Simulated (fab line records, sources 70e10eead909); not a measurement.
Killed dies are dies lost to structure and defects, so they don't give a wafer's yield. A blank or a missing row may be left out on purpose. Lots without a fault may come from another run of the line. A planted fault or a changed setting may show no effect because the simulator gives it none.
Which tool did it? | flow nand_harc | 13 lots, 39 wafers sampled, at 5 steps of a route of 1159

WHAT THE GAUGES READ, wafer by wafer
NHARC_THIN_TSV_THK_MEAS_02: measures by ir. Usual: thk_nm 3002 nm, standard deviation 200.
lot  | measured     | on            | thk_nm (nm)    | flag
L983 | day 19 07:11 | film_metro-01 | 2977 2926 2899 |
L981 | day 19 08:50 | film_metro-01 | 3203 3125 3159 |
L988 | day 19 20:27 | film_metro-01 | 2693 2959 2880 |
L986 | day 19 23:43 | film_metro-01 | 2870 2987 2972 |
L989 | day 21 00:31 | film_metro-01 | 2702 2773 2687 |
L987 | day 21 04:50 | film_metro-01 | 2767 2766 2945 |
L992 | day 22 06:01 | film_metro-01 | 3022 2937 2861 |
L994 | day 23 03:16 | film_metro-02 | 3448 3155 3397 |
L993 | day 23 04:27 | film_metro-02 | 2998 2936 2613 |
L997 | day 23 15:38 | film_metro-01 | 2981 3039 2951 |
L101 | day 23 22:48 | film_metro-01 | 2709 3393 2734 |
L103 | day 24 00:01 | film_metro-02 | 3170 2974 3049 |
L102 | day 24 14:58 | film_metro-01 | 2982 3009 3063 |

NHARC_THIN_TSV_CD_MEAS_12: target cd 1000 nm. Usual: cd_nm 1000.2 nm, standard deviation 2.4.
lot  | measured     | on        | cd_nm (nm)           | flag
L983 | day 19 08:16 | cd_sem-02 | 998.0 1002.6 999.2   |
L981 | day 19 09:55 | cd_sem-03 | 1000.5 1004.2 1001.1 |
L988 | day 19 21:23 | cd_sem-02 | 1001.9 1000.3 1002.5 |
L986 | day 20 00:55 | cd_sem-03 | 1001.6 1001.4 998.7  |
L989 | day 21 01:34 | cd_sem-03 | 1002.6 1003.2 1005.7 |
L987 | day 21 05:53 | cd_sem-01 | 997.7 997.0 1002.0   |
L992 | day 22 07:07 | cd_sem-01 | 998.8 997.8 998.1    |
L994 | day 23 04:21 | cd_sem-01 | 998.2 1000.1 1003.3  |
L993 | day 23 05:23 | cd_sem-01 | 1001.9 996.4 996.9   |
L997 | day 23 16:41 | cd_sem-03 | 1001.1 997.1 1003.1  |
L101 | day 23 23:53 | cd_sem-02 | 1001.5 997.4 996.5   |
L103 | day 24 01:05 | cd_sem-02 | 1002.1 999.5 1001.0  |
L102 | day 24 16:02 | cd_sem-02 | 1004.0 998.6 1003.1  |

NHARC_END_SORT_01. Usual: defect_limited_yield 95.8 %, standard deviation 1.3; killed_at_array 24, standard deviation 8.7; killed_at_other 0.8, standard deviation 1.2; killed_at_periphery 3.6, standard deviation 2.3; killed_dies 28, standard deviation 8.9; killed_open 3.2, standard deviation 1.9; killed_short 2.0, standard deviation 1.6; sort_bin_2_pct 1.3 %, standard deviation 0.57; sort_bin_3_pct 0.22 %, standard deviation 0.19; sort_bin_4_pct 2.7 %, standard deviation 0.89; sort_n_pass 649, standard deviation 8.9; sort_rim_yield_pct 95 %, standard deviation 3.1; sort_yield_pct 95.8 %, standard deviation 1.3.
lot  | measured     | on        | defect_limited_yield (%) | killed_at_array | killed_at_other | killed_at_periphery | killed_dies | killed_open | killed_short | sort_bin_2_pct (%) | sort_bin_3_pct (%) | sort_bin_4_pct (%) | sort_n_pass | sort_rim_yield_pct (%) | sort_yield_pct (%) | flag
L983 | day 20 16:23 | prober-01 | 95.3 97.2 96.8           | 26 18 17        | 1 0 0           | 5 1 5               | 32 19 22    | 3 5 6       | 6 1 0        | 1.3 0.9 0.9        | 0.30 0.15 0.30     | 3.1 1.8 2.1        | 645 658 655 | 97 93 92               | 95.3 97.2 96.8     |
L981 | day 20 08:50 | prober-02 | 95.4 96.3 97.2           | 28 23 17        | 1 0 0           | 2 2 2               | 31 25 19    | 2 4 1       | 2 1 3        | 0.9 1.8 0.7        | 0.44 0.15 0        | 3.2 1.8 2.1        | 646 652 658 | 97 97 94               | 95.4 96.3 97.2     |
L988 | day 21 01:08 | prober-02 | 97.3 96.6 97.3           | 16 18 17        | 0 0 0           | 2 5 1               | 18 23 18    | 4 6 4       | 4 2 2        | 0.9 0.7 1.2        | 0.15 0.15 0.15     | 1.6 2.5 1.3        | 659 654 659 | 99 97 98               | 97.3 96.6 97.3     |
L986 | day 21 07:55 | prober-01 | 94.1 95.4 95.4           | 35 26 28        | 1 1 1           | 4 4 2               | 40 31 31    | 1 3 2       | 2 1 2        | 2.8 0.6 1.9        | 0.15 0.30 0.15     | 3.0 3.7 2.5        | 637 646 646 | 92 91 92               | 94.1 95.4 95.4     |
L989 | day 21 16:46 | prober-02 | 94.4 95.9 94.8           | 30 22 24        | 0 1 2           | 8 5 9               | 38 28 35    | 2 2 7       | 2 2 3        | 1.6 1.6 1.9        | 0.44 0.44 0.15     | 3.5 2.1 3.1        | 639 649 642 | 95 92 98               | 94.4 95.9 94.8     |
L987 | day 22 00:25 | prober-01 | 95.6 96.0 96.2           | 24 26 25        | 3 1 0           | 3 0 1               | 30 27 26    | 4 2 2       | 2 3 2        | 1.3 1.3 1.2        | 0.44 0.15 0.15     | 2.7 2.5 2.5        | 647 650 651 | 92 94 94               | 95.6 96.0 96.2     |
L992 | day 22 22:02 | prober-01 | 96.3 96.5 97.0           | 19 19 17        | 0 1 0           | 6 4 3               | 25 24 20    | 3 7 0       | 1 1 0        | 1.2 1.0 0.3        | 0.30 0.44 0.15     | 2.2 2.1 2.5        | 652 653 657 | 96 91 97               | 96.3 96.5 97.0     |
L994 | day 23 18:58 | prober-01 | 0 0 0                    | 14 23 13        | 655 646 657     | 8 8 7               | 677 677 677 | 3 6 1       | 2 3 5        | 97.8 96.3 97.6     | 0.44 0.15 0.15     | 1.8 3.5 2.2        | 0 0 0       | 0 0 0                  | 0 0 0              | OFF
L993 | day 24 01:56 | prober-02 | 0 0 0                    | 26 29 20        | 647 638 651     | 4 10 6              | 677 677 677 | 3 6 3       | 4 3 1        | 97.0 96.6 97.3     | 0.59 0.15 0        | 2.4 3.2 2.7        | 0 0 0       | 0 0 0                  | 0 0 0              | OFF
L997 | day 24 09:53 | prober-02 | 93.6 95.6 96.0           | 37 21 23        | 0 0 0           | 6 9 4               | 43 30 27    | 0 3 1       | 3 1 2        | 0.7 1.8 1.3        | 0.74 0 0.15        | 4.9 2.7 2.5        | 634 647 650 | 95 94 92               | 93.6 95.6 96.0     |
L101 | day 24 17:35 | prober-02 | 96.0 94.7 93.8           | 25 33 39        | 0 0 0           | 2 3 3               | 27 36 42    | 5 3 5       | 1 3 1        | 1.6 1.2 2.8        | 0.30 0.44 0.44     | 2.1 3.7 3.0        | 650 641 635 | 92 98 100              | 96.0 94.7 93.8     |
L103 | day 25 01:21 | prober-01 | 97.0 97.2 95.9           | 18 18 26        | 2 0 0           | 0 1 2               | 20 19 28    | 2 0 3       | 0 1 7        | 0.9 0.7 1.3        | 0 0.15 0.15        | 2.1 1.9 2.7        | 657 658 649 | 99 96 97               | 97.0 97.2 95.9     |
L102 | day 25 09:14 | prober-02 | 95.6 96.8 96.8           | 25 15 16        | 3 3 3           | 2 4 3               | 30 22 22    | 4 3 3       | 1 2 0        | 1.9 0.7 0.9        | 0.15 0.15 0.15     | 2.4 2.4 2.2        | 647 655 655 | 94 94 92               | 95.6 96.8 96.8     |

WHICH TOOL RAN EACH LOT (tool, then ch and the chambers of the sampled wafers, then the start)
lot  | NHARC_THIN_TSV_DEP_47           | NHARC_THIN_TSV_PRE_CLEAN_54
L983 | pecvd-03 ch 0,2, day 19 10:09   | pvd_sputter-01, day 19 13:05
L981 | pecvd-03 ch 0,1, day 19 11:46   | pvd_sputter-02, day 19 14:54
L988 | pecvd-03 ch 1,2, day 20 00:20   | pvd_sputter-02, day 20 03:50
L986 | pecvd-02 ch 0,1,2, day 20 03:26 | pvd_sputter-01, day 20 06:46
L989 | pecvd-01 ch 0,2, day 21 03:25   | pvd_sputter-02, day 21 06:25
L987 | pecvd-02 ch 0,1, day 21 07:43   | pvd_sputter-01, day 21 10:46
L992 | pecvd-02 ch 1,2, day 22 09:12   | pvd_sputter-01, day 22 12:11
L994 | pecvd-01 ch 0,1, day 23 06:13   | pvd_sputter-03, day 23 09:13
L993 | pecvd-02 ch 0,2, day 23 07:14   | pvd_sputter-02, day 23 10:22
L997 | pecvd-02 ch 0,2, day 23 19:00   | pvd_sputter-03, day 23 22:05
L101 | pecvd-01 ch 0,1,2, day 24 01:52 | pvd_sputter-01, day 24 04:53
L103 | pecvd-01 ch 0,1,2, day 24 02:58 | pvd_sputter-03, day 24 05:57
L102 | pecvd-01 ch 1,2, day 24 18:01   | pvd_sputter-03, day 24 20:58
- NHARC_THIN_TSV_DEP_47: deposits SiO2, target thk 200 nm.
- NHARC_THIN_TSV_PRE_CLEAN_54: time 30 s.

WHAT THE TOOLS THEMSELVES READ (means of the sampled wafers that have a number; where no wafer has one, the mark that the record gives instead)
NHARC_THIN_TSV_DEP_47. Usual: chamber_pressure_Torr 6.502 Torr, standard deviation 0.014; flow_sccm 2651 sccm, standard deviation 7.9; throttle_valve_pct 16.2 %, standard deviation 0.59.
lot  | tool     | chamber_pressure_Torr (Torr) | flow_sccm (sccm) | throttle_valve_pct (%) | flag
L983 | pecvd-03 | 6.494                        | 2651             | 17.0                   |
L981 | pecvd-03 | 6.505                        | 2652             | 16.7                   |
L988 | pecvd-03 | 6.502                        | 2647             | 16.7                   |
L986 | pecvd-02 | 6.501                        | 2652             | 15.8                   |
L989 | pecvd-01 | 6.512                        | 2650             | 16.0                   |
L987 | pecvd-02 | 6.504                        | 2653             | 16.1                   |
L992 | pecvd-02 | 6.504                        | 2653             | 15.8                   |
L994 | pecvd-01 | -                            | -                | -                      | OFF
L993 | pecvd-02 | -                            | -                | -                      | OFF
L997 | pecvd-02 | 6.489                        | 2653             | 15.8                   |
L101 | pecvd-01 | 6.489                        | 2651             | 16.0                   |
L103 | pecvd-01 | 6.506                        | 2648             | 15.9                   |
L102 | pecvd-01 | 6.513                        | 2651             | 15.8                   |

NHARC_THIN_TSV_PRE_CLEAN_54. Usual: heater_power_w 424 W, standard deviation 43; susceptor_temp_C 280.01 C, standard deviation 0.18.
lot  | tool           | heater_power_w (W) | susceptor_temp_C (C) | flag
L983 | pvd_sputter-01 | 454                | 280.23               |
L981 | pvd_sputter-02 | 420                | 279.97               |
L988 | pvd_sputter-02 | 430                | 280.07               |
L986 | pvd_sputter-01 | 434                | 279.93               |
L989 | pvd_sputter-02 | 422                | -                    | OFF
L987 | pvd_sputter-01 | 434                | -                    | OFF
L992 | pvd_sputter-01 | 421                | -                    | OFF
L994 | pvd_sputter-03 | 396                | 280.05               |
L993 | pvd_sputter-02 | 421                | 280.12               |
L997 | pvd_sputter-03 | 405                | 279.84               |
L101 | pvd_sputter-01 | 428                | 280.11               |
L103 | pvd_sputter-03 | 388                | 280.01               |
L102 | pvd_sputter-03 | 387                | 280.10               |

THE ANSWER, worked out from the rows above alone
Rule: a lot is off if the mean of its wafers that have a number lies more than 3 standard deviations from the usual mean. A lot without any number at a reading at which 4 lots or more have one is off too. The other lots that the step has rows for count as sound. The gauges are gone through in route order, then the tools' own readings, and for those a lot's mean is taken as printed above. The first step at which some lot is off is used, and at that step the reading that is off furthest; a lot without a number counts as furthest.
Off: L994, L993, at NHARC_END_SORT_01 (killed_at_other).
A tool fits if, at a process step before that reading, it ran every lot that is off, and no sound lot after the first of them. The gauges at NHARC_END_SORT_01 aren't tried: what is off there is off at NHARC_THIN_TSV_DEP_47 too, on other tools, and a gauge's error can't cause that. None of those tried fits.

WHAT THE SIMULATOR HAD PUT IN
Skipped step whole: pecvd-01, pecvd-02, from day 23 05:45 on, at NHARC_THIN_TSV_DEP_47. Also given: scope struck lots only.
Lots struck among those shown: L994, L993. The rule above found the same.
